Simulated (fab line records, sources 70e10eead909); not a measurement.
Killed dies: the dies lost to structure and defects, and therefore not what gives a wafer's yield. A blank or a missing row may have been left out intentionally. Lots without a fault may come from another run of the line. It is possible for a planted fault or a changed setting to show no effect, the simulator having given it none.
Comparing a struck lot with a sound one    flow nand-harc    14 steps out of a route of 1302
Sound: the wafers L860.2, L860.3, L860.5. Struck: wafer L868.4 (L868.1, L868.2, from the same lot, were not struck and are left out); the cause is given at the end.
At each step with rows: each side's tool, then ch and its chambers, then its first start. Under that, the readings that differ: sound wafers    struck wafers    difference of the means    sigmas: that difference in standard deviations of wafers without a fault.
alike: same words and numbers on both sides, and readings whose means sit less than 2 such deviations apart. not compared: any withheld reading, any reading some wafer has no value for, any bound like >300 that may hide the same value, and any number with overlapping values for which the record gives no deviation.
Wherever a step has rows on one side only, a row that says differs or no value, or a row with sigmas, the two part there. Non-overlapping numbers with no deviation appear without sigmas and do not part them. Lack of a reading on every wafer of one side parts them only where that side has two or more wafers.

NHARC_A_DECK1_JOINT_ETCHBACK_07: etches the open film in HBr, target depth 105 nm, time 26.9 s.
  sound on rie-si-03 ch 0,2,3, day 13 04:10; struck on rie-si-03 ch 3, day 16 19:27
  alike: drypump-motor-current-A, oes-product-au, rf-fwd-power-W, run-length-s, throttle-valve-pct
  not compared: rf-hours-counter-h
then, 8 steps without rows for these wafers: NHARC_A_DECK1_JOINT_ETCH_25 (etches SiO2 in dHF, target depth 0.5 nm); NHARC_A_DECK1_JOINT_ETCH_19 (etches poly-Si in TMAH, target depth 3 nm); NHARC_A_DECK1_JOINT_ETCH_18 (etches SiO2 in dHF, target depth 3 nm); NHARC_A_DECK1_JOINT_WET_08 (chemistry H3PO4, time 86 s); NHARC_A_DECK1_JOINT_ETCH_09 (etches SiO2 in dHF, target depth 5 nm); NHARC_A_DECK1_JOINT_WET_10 (chemistry H3PO4, time 86 s); NHARC_A_DECK1_JOINT_ETCH_11 (etches SiO2 in dHF, target depth 35 nm); NHARC_A_DECK1_JOINT_CVD_12 (deposits poly-Si, target thk 90 nm, time 1800 s).
NHARC_A_DECK1_JOINT_CMP_13: polishes, target thk 51.023 nm.
  sound on cmp-03 ch 2,3, day 13 14:17; struck on cmp-01 ch 2, day 17 05:45
reading                 sound  struck  difference  sigmas
time-to-endpoint-s (s)  5 2 1  12      +9          +3
  alike: motor-current-A, retaining-ring-pressure-frac
NHARC_A_DECK1_JOINT_THK_MEAS_14: measures by ellipsometry.
  sound: film-metro-02 at day 13 14:32; struck: film-metro-02 at day 17 06:00
  alike: thk-nm
following that, these wafers have no rows for 1 step: NHARC_A_DECK1_JOINT_SRD_04.
NHARC_A_DECK1_JOINT_ETCHBACK_00: etches the open film in HBr, target depth 30 nm, time 17.4 s.
  sound on rie-si-04 ch 0,3, day 13 14:40; struck on rie-si-04 ch 0, day 17 06:09
reading           sound           struck  difference  sigmas
run-length-s (s)  38.6 39.0 38.3  34.6    -4.0        -9
  alike: drypump-motor-current-A, oes-product-au, throttle-valve-pct
  not compared: rf-fwd-power-W, rf-hours-counter-h
then, 1 step without rows for these wafers: NHARC_A_DECK1_JOINT_PRECLEAN_30 (cleans in SC1).

## WHERE THEY PART
Earliest at NHARC_A_DECK1_JOINT_CMP_13; latest, in this record, at NHARC_A_DECK1_JOINT_ETCHBACK_00.

WHY: what the simulator had put in
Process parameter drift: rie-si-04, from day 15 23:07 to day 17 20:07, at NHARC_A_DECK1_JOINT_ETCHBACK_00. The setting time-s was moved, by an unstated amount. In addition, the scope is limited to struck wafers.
